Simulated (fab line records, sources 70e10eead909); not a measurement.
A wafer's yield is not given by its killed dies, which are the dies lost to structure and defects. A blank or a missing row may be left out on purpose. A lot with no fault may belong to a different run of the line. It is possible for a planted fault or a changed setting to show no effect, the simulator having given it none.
Chamber matching / flow nand-harc / NHARC_A_ONON_D1_DEP_33 on pecvd-03 has 3 sister chambers
The step deposits SiO2, target thk 200 nm. 3 wafers are shown with their chamber, then 7 later ones without.

WAFERS WITH THEIR CHAMBER
wafer=L603.4; chamber=1; throttle-valve-pct (%)=16.1
wafer=L603.6; chamber=0; throttle-valve-pct (%)=15.9
wafer=L605.3; chamber=2; throttle-valve-pct (%)=15.1

WAFERS WITHOUT THEIR CHAMBER
wafer=L605.6; throttle-valve-pct (%)=15.3
wafer=L611.1; throttle-valve-pct (%)=15.4
wafer=L611.3; throttle-valve-pct (%)=15.7
wafer=L611.4; throttle-valve-pct (%)=14.6
wafer=L612.1; throttle-valve-pct (%)=14.6
wafer=L612.4; throttle-valve-pct (%)=14.8
wafer=L612.5; throttle-valve-pct (%)=15.8

CHAMBER TAKEN BY EACH
wafer=L605.6; from the rows above=can't be placed: 2 or 0 or 1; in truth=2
wafer=L611.1; from the rows above=can't be placed: 2 or 0 or 1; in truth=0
wafer=L611.3; from the rows above=can't be placed: 0 or 1 or 2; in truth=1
wafer=L611.4; from the rows above=2; in truth=2
wafer=L612.1; from the rows above=2; in truth=2
wafer=L612.4; from the rows above=2; in truth=2
wafer=L612.5; from the rows above=can't be placed: 0 or 1 or 2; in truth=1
Correct placement for 3 of the 7. From these rows, 4 cannot be placed; in 4 the true chamber is one of the candidates. Number placed wrongly: 0.
How it was worked out, from the rows above alone: a wafer's distance from a chamber is the root of the sum, over the readings, of the square of ((its reading less the chamber's mean) divided by the reading's scatter). The wafer belongs to the nearest chamber; if the next one is less than 2 further off, it can't be placed. A chamber's mean is the mean of its shown wafers. The scatter: with one shown wafer a chamber, the root of the mean of the squares of how far each hidden wafer lies from its nearest shown one.
